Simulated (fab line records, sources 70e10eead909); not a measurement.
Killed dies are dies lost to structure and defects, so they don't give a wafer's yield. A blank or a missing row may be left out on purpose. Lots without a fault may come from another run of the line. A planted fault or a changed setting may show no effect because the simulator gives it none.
One fault seen from 2 desks | flow nand_harc | each desk has only its own numbers; what lay behind them comes last

THE TOOL OWNER'S DESK: lpcvd_poly-04
The tool's own readings at NHARC_A_WL_FILL_CVD_23 (deposits poly-Si, target thk 40 nm, time 800 s): means of the sampled wafers that have a number, for each lot that ran on this tool. A lot is out of limits, marked OUT, if its mean lies more than 4 standard deviations from the usual mean; the brackets give that distance.
Columns: A = run_length_s at NHARC_A_WL_FILL_CVD_23, usual 801.61 s; B = zone_power_lower_pct at NHARC_A_WL_FILL_CVD_23, usual 8.5 %
lot  | first seen here | A                         | B
L388 | day 16 14:52    | 801.40                    | 7.6
L393 | day 16 23:50    | 801.88                    | 7.6
L396 | day 18 06:47    | 1048.10 (+99 or more) OUT | 7.6
L397 | day 18 06:47    | 1048.00 (+99 or more) OUT | 7.7
L398 | day 18 14:07    | 1048.20 (+99 or more) OUT | 7.5
L411 | day 21 17:04    | 801.54                    | 7.5
This desk's finding: out of limits on L396, L397, L398; first on L396, day 18 06:47 (run_length_s at NHARC_A_WL_FILL_CVD_23). In limits: L388, L393, L411.

THE DEFECT DESK
What the inspections along the route counted, lot by lot: means of the sampled wafers that have a number. A lot is out of limits, marked OUT, if its mean lies more than 4 standard deviations from the usual mean; the brackets give that distance.
Columns: A = raw_defect_count at NHARC_A_WL_FILL_INSPECT_15, usual 376
lot  | first seen here | A
L389 | day 16 14:54    | 285
L391 | day 16 15:04    | 404
L390 | day 16 19:46    | 224
L388 | day 17 00:37    | 422
L392 | day 17 02:44    | 461
L393 | day 17 08:49    | 461
L397 | day 18 15:18    | 385
L396 | day 18 15:23    | 437
L398 | day 19 00:02    | 511
L403 | day 20 05:32    | 417
L404 | day 20 06:11    | 251
L411 | day 22 01:55    | 370
This desk's finding: nothing out of limits on any of the 12 lots.

PUT TOGETHER
The tool owner's desk could have raised an alarm at day 18 06:47, on L396, L397, L398.
The defect desk saw nothing out of limits.
The defect desk has L396, L397, L398 on record, within its limits.
Of the lots named, all ran NHARC_A_WL_FILL_CVD_23 on lpcvd_poly-04.

WHAT THE SIMULATOR HAD PUT IN
Process parameter drift: lpcvd_poly-04, from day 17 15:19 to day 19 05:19, at NHARC_A_WL_FILL_CVD_23. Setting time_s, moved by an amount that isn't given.
Lots struck among those shown: L396, L397, L398.
Hours from the fault's start to each desk's first reading out of limits: the tool owner's desk, 15.
